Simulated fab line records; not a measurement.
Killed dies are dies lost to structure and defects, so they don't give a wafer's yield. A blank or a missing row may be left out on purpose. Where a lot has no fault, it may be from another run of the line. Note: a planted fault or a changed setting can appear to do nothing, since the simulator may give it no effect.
What tool caused it? :: flow n5-finfet :: 32 wafers sampled from 11 lots at 1 step of a route of 1938

## WHAT THE GAUGES SHOWED, per wafer
N5_BEOL_M4_THK_MEAS_53: measures by xrf.
lot: L267
measured: day 7 23:04
on: film-metro-01
M4_THK (nm): 40.5 37.3

lot: L268
measured: day 8 07:26
on: film-metro-01
M4_THK (nm): 42.5 40.0 38.8

lot: L269
measured: day 8 11:11
on: film-metro-02
M4_THK (nm): 39.2 36.7 40.1

lot: L278
measured: day 10 03:37
on: film-metro-01
M4_THK (nm): 41.0 40.8 40.0

lot: L277
measured: day 10 05:28
on: film-metro-01
M4_THK (nm): 38.7 39.5 39.0

lot: L282
measured: day 11 09:22
on: film-metro-02
M4_THK (nm): 39.3 39.8 41.6

lot: L281
measured: day 12 01:36
on: film-metro-01
M4_THK (nm): 41.7 40.3 39.7

lot: L285
measured: day 13 06:35
on: film-metro-01
M4_THK (nm): 39.9 41.2 39.0

lot: L286
measured: day 14 00:34
on: film-metro-02
M4_THK (nm): 40.3 36.7 39.8

lot: L289
measured: day 14 04:10
on: film-metro-02
M4_THK (nm): 41.3 40.9 42.2

lot: L288
measured: day 15 05:33
on: film-metro-01
M4_THK (nm): 40.7 39.1 41.8

## WHAT TOOL EACH LOT RAN ON (gives the tool, then ch and the chambers of the sampled wafers, and finally the start)
No process step before these readings appears in the record.

## THE ANSWER, worked out from the rows above alone
Rule: the usual values come from the lots themselves. Put in order of their means at a reading, lots are off if they are a third of the lots or fewer, leave a main group of 4 or more, and stand apart from it by a gap of 3 or more times the standard deviation of the main group's means; of several such gaps the widest counts. If all means in a main group match to the digits the tables above print for the reading, that group is not used. A lot without any number at a reading at which 4 lots or more have one is off too. The other lots that the step has rows for count as sound.
None of the lots is off at any reading shown; this tells nothing.

## WHAT THE SIMULATOR HAD PUT IN
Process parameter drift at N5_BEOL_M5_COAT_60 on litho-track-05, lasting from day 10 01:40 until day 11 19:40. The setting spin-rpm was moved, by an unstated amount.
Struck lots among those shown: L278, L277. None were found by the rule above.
